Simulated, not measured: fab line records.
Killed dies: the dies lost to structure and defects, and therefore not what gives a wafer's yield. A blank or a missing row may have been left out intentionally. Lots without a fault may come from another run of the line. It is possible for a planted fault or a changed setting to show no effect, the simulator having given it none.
fab line records ; flow nand_harc
record lots=24; wafers=72; last_day=24
route steps=1159 shown P_M0@265 P_M1@296
lots that met no fault: taken from a fault-free run of the same line
start_h: hours from the record's first day to the start of the lot's first wafer shown ; wait_h: time in hours since the lot's previous step ; " the same as in the row above ; L1.1+2: one row covering several wafers at once ; - value missing, or start not given ; * or withheld: withheld ; < > ~ a bound
route shown NAME@n: a module of which the file shows steps, and the number in the route of the first ; usual: the fault-free wafers' mean and standard deviation ; same: alike in all rows ; chamber/n: place in a boat ; sites: each site's reading ; _std_site: the values' standard deviation ; _edge_site: mean of outer sites minus mean of inner sites ; radius_mm: for every site, how far away it sits from the centre of the wafer ; mask NAME#n: copy n ; behind: the last tool/chamber to shape the wafer ; hold: what put the lot on hold/how long, in hours/how the hold closed ; device: transistor that didn't switch, given as n, p or np ; end of line: at the end of the route, the tests of the same wafers ; where a step has no rows: the recipe by itself ; killed: dies lost to structure and defects at the first sort, not the wafer's yield ; map: shows each die of a wafer: x if killed, . if not, _ if none is there
set.NAME: setting as actually run; set.NAME@STEP: the setting as run at that earlier step ; model.NAME: the simulator's own value behind a step, which no gauge read
one table for each step of the route and one row for each wafer, over a sample of lots
services: from which hour (start_h, from the record's first day; less than 0 if before it) a tool's chamber was out of use, for how many hours, and why
## steps
# step NHARC_P_M0_INSPECT_11
# usual raw_defect_count=3.8/2.3
lot.wafer;tool;chamber;start_h;wait_h;raw_defect_count
L074.1;defect_inspect-02;-;125.40;0.0;2
L074.4;defect_inspect-02;-;125.40;0.0;7
L074.6;defect_inspect-02;-;125.40;0.0;1
L075.1;defect_inspect-02;-;131.54;0.0;11
L075.2;defect_inspect-02;-;131.54;0.0;12
L075.4;defect_inspect-02;-;131.54;0.0;9
L076.1;defect_inspect-02;-;132.22;0.0;4
L076.3;defect_inspect-02;-;132.22;0.0;4
L076.5;defect_inspect-02;-;132.22;0.0;2
L079.3;defect_inspect-01;-;138.55;0.1;5
L079.5;defect_inspect-01;-;138.55;0.1;4
L079.6;defect_inspect-01;-;138.55;0.1;7
L078.2;defect_inspect-01;-;139.67;0.0;1
L078.4;defect_inspect-01;-;139.67;0.0;1
L078.5;defect_inspect-01;-;139.67;0.0;4
L077.3;defect_inspect-01;-;145.54;0.0;2
L077.5;defect_inspect-01;-;145.54;0.0;4
L077.6;defect_inspect-01;-;145.54;0.0;3
L080.1;defect_inspect-01;-;154.85;0.0;5
L080.3;defect_inspect-01;-;154.85;0.0;5
L080.5;defect_inspect-01;-;154.85;0.0;5
L081.2;defect_inspect-02;-;155.25;0.0;3
L081.3;defect_inspect-02;-;155.25;0.0;7
L081.5;defect_inspect-02;-;155.25;0.0;5
L083.2;defect_inspect-02;-;165.40;0.0;1
L083.4;defect_inspect-02;-;165.40;0.0;6
L083.6;defect_inspect-02;-;165.40;0.0;2
L084.2;defect_inspect-01;-;165.90;0.0;1
L084.4;defect_inspect-01;-;165.90;0.0;3
L084.6;defect_inspect-01;-;165.90;0.0;3
L082.1;defect_inspect-02;-;167.93;0.0;2
L082.4;defect_inspect-02;-;167.93;0.0;5
L082.5;defect_inspect-02;-;167.93;0.0;6
L085.4;defect_inspect-01;-;195.47;0.0;1
L085.5;defect_inspect-01;-;195.47;0.0;2
L085.6;defect_inspect-01;-;195.47;0.0;1
L087.1;defect_inspect-01;-;196.00;0.0;6
L087.2;defect_inspect-01;-;196.00;0.0;2
L087.4;defect_inspect-01;-;196.00;0.0;7
L086.2;defect_inspect-01;-;196.43;0.0;1
L086.4;defect_inspect-01;-;196.43;0.0;3
L086.6;defect_inspect-01;-;196.43;0.0;2
L088.1;defect_inspect-02;-;211.15;0.0;5
L088.5;defect_inspect-02;-;211.15;0.0;2
L088.6;defect_inspect-02;-;211.15;0.0;5
L089.1;defect_inspect-01;-;211.66;0.0;2
L089.4;defect_inspect-01;-;211.66;0.0;2
L089.5;defect_inspect-01;-;211.66;0.0;2
L091.1;defect_inspect-02;-;215.52;0.0;8
L091.2;defect_inspect-02;-;215.52;0.0;4
L091.3;defect_inspect-02;-;215.52;0.0;3
L090.3;defect_inspect-01;-;216.53;0.0;3
L090.4;defect_inspect-01;-;216.53;0.0;2
L090.6;defect_inspect-01;-;216.53;0.0;3
L092.3;defect_inspect-02;-;226.39;0.0;7
L092.4;defect_inspect-02;-;226.39;0.0;6
L092.5;defect_inspect-02;-;226.39;0.0;8
L093.2;defect_inspect-01;-;231.71;0.0;6
L093.3;defect_inspect-01;-;231.71;0.0;5
L093.5;defect_inspect-01;-;231.71;0.0;2
L094.1;defect_inspect-02;-;238.74;0.0;2
L094.4;defect_inspect-02;-;238.74;0.0;1
L094.6;defect_inspect-02;-;238.74;0.0;5
L095.2;defect_inspect-01;-;239.21;0.0;3
L095.5;defect_inspect-01;-;239.21;0.0;3
L095.6;defect_inspect-01;-;239.21;0.0;1
L096.3;defect_inspect-02;-;247.69;0.0;2
L096.5;defect_inspect-02;-;247.69;0.0;2
L096.6;defect_inspect-02;-;247.69;0.0;4
L097.1;defect_inspect-02;-;252.29;0.0;2
L097.2;defect_inspect-02;-;252.29;0.0;5
L097.4;defect_inspect-02;-;252.29;0.0;2
# step NHARC_P_M1_OVL_MEAS_10
# recipe pitch_nm=260
# usual overlay_x_nm=-0.1/0.84; overlay_y_nm=0.0/0.87
lot.wafer;tool;chamber;start_h;wait_h;overlay_x_nm;overlay_y_nm
L074.1;overlay-02;-;129.60;-;-0.6;-0.5
L074.4;overlay-02;-;129.60;-;-0.1;-0.2
L074.6;overlay-02;-;129.60;-;0.2;-0.6
L075.1;overlay-02;-;135.45;-;0.5;1.3
L075.2;overlay-02;-;135.45;-;0.5;1.4
L075.4;overlay-02;-;135.45;-;0.1;1.0
L076.1;overlay-01;-;136.32;-;-0.9;0.6
L076.3;overlay-01;-;136.32;-;-0.7;-0.3
L076.5;overlay-01;-;136.32;-;-0.6;0.1
L079.3;overlay-01;-;142.61;-;1.1;0.4
L079.5;overlay-01;-;142.61;-;1.1;0.3
L079.6;overlay-01;-;142.61;-;1.2;0.5
L078.2;overlay-01;-;143.67;-;-0.1;0.9
L078.4;overlay-01;-;143.67;-;0.2;0.8
L078.5;overlay-01;-;143.67;-;-0.4;0.7
L077.3;overlay-01;-;149.61;-;-1.3;-0.2
L077.5;overlay-01;-;149.61;-;-1.2;0.8
L077.6;overlay-01;-;149.61;-;-1.1;0.1
L080.1;overlay-01;-;158.95;-;-1.3;0.9
L080.3;overlay-01;-;158.95;-;-1.4;0.3
L080.5;overlay-01;-;158.95;-;-1.6;0.4
L081.2;overlay-02;-;159.40;-;-1.3;-0.1
L081.3;overlay-02;-;159.40;-;-1.3;-0.2
L081.5;overlay-02;-;159.40;-;-1.8;-0.3
L083.2;overlay-01;-;169.30;-;0.6;-0.2
L083.4;overlay-01;-;169.30;-;0.8;0.0
L083.6;overlay-01;-;169.30;-;0.8;0.3
L084.2;overlay-02;-;170.22;-;0.4;-2.0
L084.4;overlay-02;-;170.22;-;0.3;-2.0
L084.6;overlay-02;-;170.22;-;0.4;-1.5
L082.1;overlay-01;-;171.93;-;-0.9;-1.3
L082.4;overlay-01;-;171.93;-;-0.3;-1.5
L082.5;overlay-01;-;171.93;-;-0.7;-1.7
L085.4;overlay-02;-;199.88;-;0.6;0.9
L085.5;overlay-02;-;199.88;-;0.3;1.2
L085.6;overlay-02;-;199.88;-;0.3;0.9
L087.1;overlay-02;-;200.43;-;-0.3;-0.1
L087.2;overlay-02;-;200.43;-;-0.2;-0.6
L087.4;overlay-02;-;200.43;-;-0.1;0.1
L086.2;overlay-02;-;201.09;-;0.5;0.6
L086.4;overlay-02;-;201.09;-;0.6;0.4
L086.6;overlay-02;-;201.09;-;0.7;0.3
L088.1;overlay-01;-;215.16;-;-1.3;0.5
L088.5;overlay-01;-;215.16;-;-1.1;-0.1
L088.6;overlay-01;-;215.16;-;-1.4;0.2
L089.1;overlay-02;-;216.03;-;0.3;-0.6
L089.4;overlay-02;-;216.03;-;-0.1;-0.9
L089.5;overlay-02;-;216.03;-;0.4;-1.3
L091.1;overlay-02;-;219.85;-;-0.1;-0.2
L091.2;overlay-02;-;219.85;-;-0.8;-0.5
L091.3;overlay-02;-;219.85;-;0.2;0.0
L090.3;overlay-01;-;221.14;-;0.7;0.4
L090.4;overlay-01;-;221.14;-;0.9;0.4
L090.6;overlay-01;-;221.14;-;-0.1;1.1
L092.3;overlay-01;-;230.28;-;-0.2;0.4
L092.4;overlay-01;-;230.28;-;0.1;0.6
L092.5;overlay-01;-;230.28;-;0.0;0.6
L093.2;overlay-01;-;235.73;-;2.1;0.3
L093.3;overlay-01;-;235.73;-;1.6;0.9
L093.5;overlay-01;-;235.73;-;1.4;0.3
L094.1;overlay-01;-;243.05;-;0.7;1.0
L094.4;overlay-01;-;243.05;-;0.0;1.3
L094.6;overlay-01;-;243.05;-;0.6;1.3
L095.2;overlay-02;-;243.45;-;-1.1;-0.8
L095.5;overlay-02;-;243.45;-;-1.4;-0.8
L095.6;overlay-02;-;243.45;-;-0.9;-0.3
L096.3;overlay-02;-;251.61;-;-0.9;-1.5
L096.5;overlay-02;-;251.61;-;-0.3;-1.3
L096.6;overlay-02;-;251.61;-;-0.1;-1.2
L097.1;overlay-01;-;256.49;-;0.4;-0.6
L097.2;overlay-01;-;256.49;-;0.8;-1.0
L097.4;overlay-01;-;256.49;-;0.9;-0.9
# step NHARC_P_M1_STRIP_18
# recipe power_w=1000; n2_flow_sccm=150; h2_flow_sccm=150; ar_flow_sccm=0; bias_w=0; chemistry=N2/H2
# usual drypump_motor_current_A=5.77/0.28; h2_flow_sccm=150.0/0.43; oes_product_au=1.003/0.012; rf_vpp_V=90.8/0.99; showerhead_plenum_p_Torr=2.05/0.092; throttle_valve_pct=14.171/0.0097
lot.wafer;tool;chamber;start_h;wait_h;drypump_motor_current_A;h2_flow_sccm;oes_product_au;rf_hours_counter_h;rf_vpp_V;showerhead_plenum_p_Torr;throttle_valve_pct
L074.1;rie_diel-03;1;130.34;0.2;6.12;150.3;0.991;4.7;91.3;2.11;14.167
L074.4;rie_diel-03;2;130.34;0.2;6.02;150.1;1.000;5.5;89.6;1.96;14.154
L074.6;rie_diel-03;2;130.34;0.2;6.00;150.3;1.000;-;90.1;1.96;14.171
L075.4;rie_diel-08;2;135.98;0.1;5.57;149.5;0.995;0.1;91.2;2.20;14.158
L075.2;rie_diel-08;3;135.98;0.1;5.78;148.9;0.996;0.1;90.7;1.91;14.186
L075.1;rie_diel-08;0;135.98;0.1;5.54;149.7;0.982;0.2;91.0;1.96;14.185
L076.1;rie_diel-03;0;136.89;0.1;5.92;150.2;1.006;4.9;90.2;2.03;14.163
L076.3;rie_diel-03;1;136.89;0.1;6.12;149.7;0.992;5.0;90.6;2.11;14.178
L076.5;rie_diel-03;0;136.89;0.1;5.87;149.7;1.007;-;90.6;2.03;14.176
L079.3;rie_diel-03;0;143.16;0.1;5.86;150.1;0.999;5.1;91.5;2.03;14.171
L079.5;rie_diel-03;3;143.16;0.1;5.53;149.8;1.017;-;90.7;2.17;14.183
L079.6;rie_diel-03;0;143.16;0.1;5.87;149.8;1.007;-;91.0;2.03;14.183
L078.2;rie_diel-03;1;144.20;0.1;6.14;150.8;0.989;5.3;91.4;2.11;14.179
L078.5;rie_diel-03;3;144.20;0.1;5.51;150.1;1.030;-;91.1;2.17;14.163
L078.4;rie_diel-03;0;144.20;0.1;5.83;150.9;1.013;-;90.8;2.03;14.187
L077.3;rie_diel-08;0;150.08;0.1;5.52;150.4;0.997;1.7;90.6;1.96;14.180
L077.6;rie_diel-08;0;150.08;0.1;5.53;150.2;1.001;-;89.7;1.96;14.164
L077.5;rie_diel-08;1;150.08;0.1;5.61;149.7;1.007;-;90.0;2.09;14.169
L080.3;rie_diel-03;2;159.46;0.1;6.01;150.2;0.999;6.3;88.0;1.96;14.176
L080.1;rie_diel-03;3;159.46;0.1;5.54;149.5;1.014;6.9;92.0;2.17;14.157
L080.5;rie_diel-03;2;159.46;0.1;5.99;149.7;0.990;-;90.0;1.96;14.161
L081.2;rie_diel-02;0;159.91;0.1;5.84;150.3;1.008;0.0;89.8;1.99;14.199
L081.3;rie_diel-02;1;159.91;0.1;6.36;150.2;1.024;0.0;90.8;2.02;14.169
L081.5;rie_diel-02;3;159.91;0.1;5.93;150.1;0.997;-;89.4;2.06;14.172
L083.2;rie_diel-08;2;169.78;0.1;5.57;150.3;1.000;2.3;91.4;2.19;14.146
L083.4;rie_diel-08;1;169.78;0.1;5.63;150.5;1.015;2.4;90.6;2.10;14.168
L083.6;rie_diel-08;3;169.78;0.1;5.79;149.1;1.004;-;91.7;1.91;14.168
L084.4;rie_diel-08;0;170.70;0.1;5.52;149.6;0.995;2.6;90.9;1.96;14.177
L084.2;rie_diel-08;1;170.70;0.1;5.57;149.7;1.002;2.4;91.7;2.10;14.170
L084.6;rie_diel-08;1;170.70;0.1;5.59;150.0;1.003;-;90.1;2.10;14.174
L082.4;rie_diel-08;1;172.45;0.1;5.61;150.3;1.014;2.5;90.0;2.09;14.178
L082.1;rie_diel-08;2;172.45;0.1;5.51;150.1;1.005;2.4;91.4;2.19;14.183
L082.5;rie_diel-08;3;172.45;0.1;5.77;149.4;1.014;-;89.8;1.91;14.172
L085.4;rie_diel-03;2;200.39;0.1;6.00;149.5;0.998;8.6;89.0;1.96;14.143
L085.6;rie_diel-03;1;200.39;0.1;6.13;149.9;0.980;-;90.8;2.11;14.170
L085.5;rie_diel-03;2;200.39;0.1;6.00;149.5;0.995;-;90.1;1.96;14.182
L087.4;rie_diel-03;1;200.91;0.1;6.13;150.5;0.981;8.6;91.6;2.11;14.162
L087.2;rie_diel-03;2;200.91;0.1;6.01;150.4;1.005;8.6;90.5;1.96;14.185
L087.1;rie_diel-03;3;200.91;0.1;5.52;150.8;1.021;9.5;91.0;2.17;14.183
L086.2;rie_diel-03;1;201.59;0.1;6.12;148.9;0.989;8.6;92.5;2.11;14.175
L086.4;rie_diel-03;2;201.59;0.1;6.03;149.7;1.002;8.7;91.2;1.96;14.183
L086.6;rie_diel-03;1;201.59;0.1;6.12;149.6;0.979;-;92.3;2.11;14.176
L088.1;rie_diel-08;1;215.68;0.1;5.60;149.8;1.005;6.1;89.2;2.09;14.161
L088.6;rie_diel-08;1;215.68;0.1;5.61;149.7;1.020;-;91.2;2.09;14.169
L088.5;rie_diel-08;2;215.68;0.1;5.56;149.9;0.999;-;90.6;2.19;14.174
L089.1;rie_diel-02;3;216.55;0.1;5.94;149.7;0.999;1.4;91.4;2.06;14.170
L089.4;rie_diel-02;3;216.55;0.1;5.97;150.7;0.998;-;90.9;2.06;14.151
L089.5;rie_diel-02;1;216.55;0.1;6.43;150.0;1.021;-;91.4;2.02;14.178
L091.2;rie_diel-08;0;220.33;0.1;5.53;149.7;0.993;6.8;89.5;1.96;14.164
L091.1;rie_diel-08;2;220.33;0.1;5.55;150.4;0.998;5.7;92.5;2.19;14.180
L091.3;rie_diel-08;3;220.33;0.1;5.79;150.1;1.022;6.1;90.6;1.91;14.182
L090.4;rie_diel-08;0;221.66;0.1;5.53;150.1;0.994;7.0;88.9;1.96;14.156
L090.3;rie_diel-08;1;221.66;0.1;5.61;150.1;1.009;6.5;89.4;2.09;14.168
L090.6;rie_diel-08;2;221.66;0.1;5.56;150.2;1.003;-;92.4;2.19;14.162
L092.4;rie_diel-02;1;230.81;0.1;6.38;150.6;1.021;2.0;91.8;2.02;14.164
L092.3;rie_diel-02;2;230.81;0.1;5.15;150.1;1.002;1.8;91.3;2.18;14.167
L092.5;rie_diel-02;3;230.81;0.1;5.96;150.3;0.991;-;90.4;2.06;14.179
L093.2;rie_diel-08;3;236.22;0.1;5.80;149.8;1.007;7.4;89.5;1.91;14.169
L093.3;rie_diel-08;2;236.22;0.1;5.56;149.7;1.009;6.6;91.8;2.19;14.179
L093.5;rie_diel-08;0;236.22;0.1;5.50;149.9;0.982;-;90.2;1.96;14.175
L094.1;rie_diel-02;2;243.55;0.1;5.15;149.9;1.005;2.1;90.7;2.18;14.170
L094.4;rie_diel-02;1;243.55;0.1;6.45;149.4;1.030;2.4;90.0;2.02;14.159
L094.6;rie_diel-02;2;243.55;0.1;5.16;149.6;0.998;-;90.9;2.18;14.184
L095.2;rie_diel-08;0;243.93;0.1;5.52;150.0;0.985;8.4;90.2;1.96;14.174
L095.5;rie_diel-08;0;243.93;0.1;5.52;150.8;0.983;-;90.3;1.96;14.169
L095.6;rie_diel-08;1;243.93;0.1;5.63;149.9;1.009;-;92.3;2.09;14.174
L096.3;rie_diel-02;0;252.14;0.1;5.83;149.5;1.008;2.5;91.7;1.99;14.162
L096.6;rie_diel-02;2;252.14;0.1;5.13;149.8;0.993;-;91.5;2.18;14.180
L096.5;rie_diel-02;3;252.14;0.1;5.90;149.7;0.994;-;88.9;2.06;14.157
L097.2;rie_diel-02;0;256.99;0.1;5.82;150.5;1.007;2.6;91.1;1.99;14.152
L097.1;rie_diel-02;1;256.99;0.1;6.31;149.4;1.019;2.6;90.3;2.02;14.168
L097.4;rie_diel-02;2;256.99;0.1;5.15;150.2;1.001;2.4;90.9;2.18;14.169
# step NHARC_P_M1_CMP_23
# recipe t_overpolish_s=20; target_thk_nm=157.82
# usual motor_current_A=11.5/1.1; time_to_endpoint_s=27.9/2.7
lot.wafer;tool;chamber;start_h;wait_h;motor_current_A;time_to_endpoint_s
L074.4;cmp-04;3;132.06;-;11.7;30.2
L074.1;cmp-04;0;132.06;-;11.3;29.5
L074.6;cmp-04;0;132.06;-;11.1;27.9
L075.1;cmp-01;3;137.73;-;11.3;29.8
L075.2;cmp-01;0;137.73;-;12.2;28.8
L075.4;cmp-01;1;137.73;-;11.4;31.1
L076.3;cmp-04;3;138.67;-;11.8;29.9
L076.1;cmp-04;0;138.67;-;11.6;28.7
L076.5;cmp-04;2;138.67;-;10.6;32.2
L079.3;cmp-01;2;144.95;-;13.2;29.6
L079.5;cmp-01;1;144.95;-;10.8;25.3
L079.6;cmp-01;2;144.95;-;13.1;29.4
L078.4;cmp-01;2;145.98;-;12.8;29.1
L078.2;cmp-01;1;145.98;-;11.0;27.6
L078.5;cmp-01;2;145.98;-;13.5;27.6
L077.3;cmp-01;2;152.03;-;12.9;31.4
L077.6;cmp-01;3;152.03;-;10.7;29.4
L077.5;cmp-01;0;152.03;-;12.2;29.1
L080.3;cmp-01;0;161.37;-;11.6;20.4
L080.1;cmp-01;1;161.37;-;11.0;27.0
L080.5;cmp-01;0;161.37;-;11.5;21.4
L081.2;cmp-02;2;161.63;-;10.8;24.6
L081.3;cmp-02;3;161.63;-;11.0;23.2
L081.5;cmp-02;2;161.63;-;11.0;25.2
L083.2;cmp-04;2;171.58;-;11.2;27.8
L083.4;cmp-04;0;171.58;-;10.9;25.7
L083.6;cmp-04;1;171.58;-;11.4;25.4
L084.4;cmp-04;3;172.50;-;12.2;29.3
L084.2;cmp-04;0;172.50;-;11.6;27.5
L084.6;cmp-04;3;172.50;-;11.3;26.7
L082.1;cmp-02;2;174.20;-;10.7;24.7
L082.4;cmp-02;0;174.20;-;13.3;28.1
L082.5;cmp-02;3;174.20;-;12.4;23.1
L085.4;cmp-02;0;202.11;-;13.6;28.0
L085.5;cmp-02;3;202.11;-;11.8;22.8
L085.6;cmp-02;0;202.11;-;13.8;27.5
L087.1;cmp-01;2;202.65;-;13.2;33.0
L087.4;cmp-01;3;202.65;-;11.6;30.9
L087.2;cmp-01;0;202.65;-;11.9;30.0
L086.4;cmp-02;0;203.36;-;13.3;31.9
L086.2;cmp-02;1;203.36;-;9.2;27.5
L086.6;cmp-02;2;203.36;-;10.6;28.6
L088.1;cmp-01;2;217.76;-;13.3;28.6
L088.6;cmp-01;0;217.76;-;12.0;27.0
L088.5;cmp-01;1;217.76;-;11.6;29.3
L089.1;cmp-02;0;218.72;-;13.7;30.5
L089.4;cmp-02;2;218.72;-;10.5;25.8
L089.5;cmp-02;1;218.72;-;9.5;25.3
L091.1;cmp-04;0;222.11;-;11.5;29.1
L091.2;cmp-04;2;222.11;-;10.3;30.5
L091.3;cmp-04;3;222.11;-;11.9;28.6
L090.3;cmp-01;1;223.89;-;11.5;31.4
L090.4;cmp-01;2;223.89;-;13.3;30.4
L090.6;cmp-01;1;223.89;-;11.2;28.3
L092.4;cmp-01;0;232.56;-;12.3;25.2
L092.3;cmp-01;3;232.56;-;11.2;25.7
L092.5;cmp-01;0;232.56;-;11.4;25.3
L093.2;cmp-02;1;237.98;-;9.3;26.1
L093.3;cmp-02;2;237.98;-;11.4;26.3
L093.5;cmp-02;1;237.98;-;8.9;24.4
L094.1;cmp-02;2;245.37;-;10.7;27.1
L094.4;cmp-02;3;245.37;-;11.8;24.4
L094.6;cmp-02;0;245.37;-;13.4;28.1
L095.2;cmp-01;3;245.73;-;11.2;31.5
L095.5;cmp-01;2;245.73;-;13.4;32.6
L095.6;cmp-01;3;245.73;-;11.0;29.5
L096.3;cmp-04;1;253.90;-;11.1;28.1
L096.6;cmp-04;2;253.90;-;10.2;27.7
L096.5;cmp-04;3;253.90;-;11.8;24.9
L097.4;cmp-04;0;259.19;-;11.5;26.6
L097.1;cmp-04;1;259.19;-;11.5;28.8
L097.2;cmp-04;3;259.19;-;11.6;29.5
# step NHARC_P_M1_THK_MEAS_24
# recipe thk_meas_gauge=xrf
# usual thk_nm=157.6/1.5
lot.wafer;tool;chamber;start_h;wait_h;thk_nm
L074.1;film_metro-01;-;132.38;-;158.1
L074.4;film_metro-01;-;132.38;-;161.1
L074.6;film_metro-01;-;132.38;-;158.8
L075.1;film_metro-01;-;138.02;-;157.6
L075.2;film_metro-01;-;138.02;-;159.1
L075.4;film_metro-01;-;138.02;-;159.7
L076.1;film_metro-02;-;138.96;-;158.1
L076.3;film_metro-02;-;138.96;-;159.0
L076.5;film_metro-02;-;138.96;-;158.4
L079.3;film_metro-01;-;145.23;-;155.8
L079.5;film_metro-01;-;145.23;-;159.2
L079.6;film_metro-01;-;145.23;-;157.7
L078.2;film_metro-02;-;146.30;-;159.9
L078.4;film_metro-02;-;146.30;-;155.9
L078.5;film_metro-02;-;146.30;-;157.2
L077.3;film_metro-02;-;152.26;-;157.4
L077.5;film_metro-02;-;152.26;-;156.6
L077.6;film_metro-02;-;152.26;-;155.9
L080.1;film_metro-01;-;161.68;-;158.8
L080.3;film_metro-01;-;161.68;-;156.3
L080.5;film_metro-01;-;161.68;-;157.2
L081.2;film_metro-01;-;161.95;-;156.4
L081.3;film_metro-01;-;161.95;-;157.4
L081.5;film_metro-01;-;161.95;-;154.3
L083.2;film_metro-01;-;171.87;-;158.3
L083.4;film_metro-01;-;171.87;-;159.3
L083.6;film_metro-01;-;171.87;-;160.1
L084.2;film_metro-02;-;172.83;-;154.8
L084.4;film_metro-02;-;172.83;-;155.3
L084.6;film_metro-02;-;172.83;-;155.6
L082.1;film_metro-02;-;174.53;-;156.2
L082.4;film_metro-02;-;174.53;-;158.1
L082.5;film_metro-02;-;174.53;-;157.4
L085.4;film_metro-02;-;202.41;-;156.5
L085.5;film_metro-02;-;202.41;-;155.9
L085.6;film_metro-02;-;202.41;-;156.7
L087.1;film_metro-02;-;202.96;-;159.5
L087.2;film_metro-02;-;202.96;-;156.3
L087.4;film_metro-02;-;202.96;-;158.4
L086.2;film_metro-02;-;203.61;-;158.0
L086.4;film_metro-02;-;203.61;-;157.8
L086.6;film_metro-02;-;203.61;-;156.6
L088.1;film_metro-02;-;218.02;-;157.8
L088.5;film_metro-02;-;218.02;-;159.7
L088.6;film_metro-02;-;218.02;-;157.0
L089.1;film_metro-02;-;219.03;-;158.8
L089.4;film_metro-02;-;219.03;-;155.4
L089.5;film_metro-02;-;219.03;-;155.7
L091.1;film_metro-02;-;222.43;-;158.0
L091.2;film_metro-02;-;222.43;-;159.3
L091.3;film_metro-02;-;222.43;-;158.5
L090.3;film_metro-02;-;224.18;-;156.5
L090.4;film_metro-02;-;224.18;-;158.7
L090.6;film_metro-02;-;224.18;-;157.8
L092.3;film_metro-02;-;232.88;-;154.9
L092.4;film_metro-02;-;232.88;-;157.0
L092.5;film_metro-02;-;232.88;-;156.1
L093.2;film_metro-01;-;238.29;-;154.9
L093.3;film_metro-01;-;238.29;-;155.5
L093.5;film_metro-01;-;238.29;-;158.3
L094.1;film_metro-01;-;245.63;-;157.2
L094.4;film_metro-01;-;245.63;-;155.9
L094.6;film_metro-01;-;245.63;-;158.1
L095.2;film_metro-02;-;246.03;-;157.5
L095.5;film_metro-02;-;246.03;-;159.5
L095.6;film_metro-02;-;246.03;-;157.1
L096.3;film_metro-01;-;254.14;-;154.7
L096.5;film_metro-01;-;254.14;-;157.0
L096.6;film_metro-01;-;254.14;-;157.4
L097.1;film_metro-02;-;259.50;-;158.7
L097.2;film_metro-02;-;259.50;-;157.6
L097.4;film_metro-02;-;259.50;-;156.8
# step NHARC_P_M1_DEP_33
# recipe target_thk_a=300; temp_c=370; target_thk_nm=30; pressure_torr=3; flow_sccm=200; rf_w=450; material=SiCN
# usual heater_power_w=602/76
lot.wafer;tool;chamber;start_h;wait_h;heater_power_w;since_wet_clean_h
L074.1;pecvd-01;0;132.81;0.1;587;64
L074.4;pecvd-01;0;132.81;0.1;571;-
L074.6;pecvd-01;1;132.81;0.1;473;-
L075.2;pecvd-01;0;138.32;0.1;637;69
L075.1;pecvd-01;2;138.32;0.1;698;69
L075.4;pecvd-01;1;138.32;0.1;514;-
L076.1;pecvd-01;2;139.27;0.1;632;70
L076.3;pecvd-01;0;139.27;0.1;576;70
L076.5;pecvd-01;2;139.27;0.1;640;-
L079.3;pecvd-01;1;145.58;0.1;433;77
L079.6;pecvd-01;0;145.58;0.1;645;-
L079.5;pecvd-01;2;145.58;0.1;632;-
L078.2;pecvd-04;2;146.61;0.1;645;120
L078.5;pecvd-04;0;146.61;0.1;547;-
L078.4;pecvd-04;1;146.61;0.1;523;-
L077.3;pecvd-01;0;152.74;0.1;645;84
L077.5;pecvd-01;1;152.74;0.1;525;-
L077.6;pecvd-01;2;152.74;0.1;612;-
L080.3;pecvd-01;1;162.00;0.1;502;93
L080.1;pecvd-01;2;162.00;0.1;721;93
L080.5;pecvd-01;1;162.00;0.1;494;-
L081.3;pecvd-04;2;162.66;0.1;619;136
L081.2;pecvd-04;1;162.66;0.1;613;136
L081.5;pecvd-04;1;162.66;0.1;637;-
L083.2;pecvd-02;2;172.17;0.1;680;6
L083.4;pecvd-02;2;172.17;0.1;672;-
L083.6;pecvd-02;0;172.17;0.1;613;-
L084.2;pecvd-02;1;173.23;0.1;684;7
L084.4;pecvd-02;2;173.23;0.1;578;-
L084.6;pecvd-02;1;173.23;0.1;697;-
L082.1;pecvd-04;2;174.84;0.1;597;148
L082.4;pecvd-04;0;174.84;0.1;554;-
L082.5;pecvd-04;1;174.84;0.1;617;-
L085.5;pecvd-01;2;202.84;0.2;725;-
L085.4;pecvd-01;0;202.84;0.2;637;-
L085.6;pecvd-01;1;202.84;0.2;475;-
L087.2;pecvd-01;1;203.27;0.1;458;134
L087.1;pecvd-01;2;203.27;0.1;582;134
L087.4;pecvd-01;2;203.27;0.1;607;-
L086.2;pecvd-01;2;203.92;0.1;665;135
L086.4;pecvd-01;2;203.92;0.1;668;-
L086.6;pecvd-01;1;203.92;0.1;434;-
L088.1;pecvd-02;0;218.43;0.1;667;52
L088.5;pecvd-02;1;218.43;0.1;601;-
L088.6;pecvd-02;2;218.43;0.1;635;-
L089.1;pecvd-02;0;219.41;0.1;645;53
L089.5;pecvd-02;2;219.41;0.1;622;-
L089.4;pecvd-02;1;219.41;0.1;720;-
L091.2;pecvd-01;2;222.73;0.1;720;154
L091.1;pecvd-01;0;222.73;0.1;538;154
L091.3;pecvd-01;1;222.73;0.1;489;154
L090.3;pecvd-02;2;224.57;0.1;664;59
L090.4;pecvd-02;0;224.57;0.1;617;-
L090.6;pecvd-02;2;224.57;0.1;666;-
L092.3;pecvd-04;2;233.18;0.1;613;25
L092.5;pecvd-04;2;233.18;0.1;618;-
L092.4;pecvd-04;1;233.18;0.1;616;-
L093.2;pecvd-02;2;238.60;0.1;627;73
L093.3;pecvd-02;1;238.60;0.1;682;73
L093.5;pecvd-02;0;238.60;0.1;631;-
L094.1;pecvd-04;0;245.98;0.1;496;38
L094.4;pecvd-04;2;245.98;0.1;670;-
L094.6;pecvd-04;0;245.98;0.1;492;-
L095.2;pecvd-02;1;246.37;0.1;601;80
L095.6;pecvd-02;0;246.37;0.1;552;-
L095.5;pecvd-02;2;246.37;0.1;647;-
L096.3;pecvd-04;0;254.44;0.1;517;46
L096.6;pecvd-04;0;254.44;0.1;526;-
L096.5;pecvd-04;2;254.44;0.1;707;-
L097.2;pecvd-01;0;259.96;0.1;650;10
L097.1;pecvd-01;1;259.96;0.1;469;10
L097.4;pecvd-01;1;259.96;0.1;476;-
## services
tool;chamber;start_h;hours;kind
cmp-04;-;114.87;1.1;repair
rie_diel-02;3;121.25;9.8;repair
pecvd-04;2;121.44;5.1;repair
rie_diel-08;-;124.80;9.0;pm
pecvd-01;-;125.03;2.0;repair
pecvd-02;-;128.11;0.8;repair
cmp-02;-;128.50;4.0;pm
rie_diel-03;2;134.41;12.3;repair
cmp-01;-;135.30;1.8;repair
cmp-04;-;141.22;0.3;repair
rie_diel-02;3;142.40;8.7;repair
rie_diel-02;-;150.70;9.0;pm
pecvd-02;-;153.09;13.0;pm
pecvd-02;-;169.58;1.4;repair
cmp-01;-;171.79;0.9;repair
cmp-01;-;180.74;4.0;pm
cmp-01;-;186.12;3.9;repair
cmp-04;-;192.83;1.1;repair
pecvd-04;-;195.13;13.0;pm
cmp-04;-;203.00;4.0;pm
rie_diel-03;-;215.30;9.0;pm
cmp-02;-;226.50;4.0;pm
pecvd-01;-;237.00;13.0;pm
cmp-01;-;238.99;1.2;repair
## key
fault none
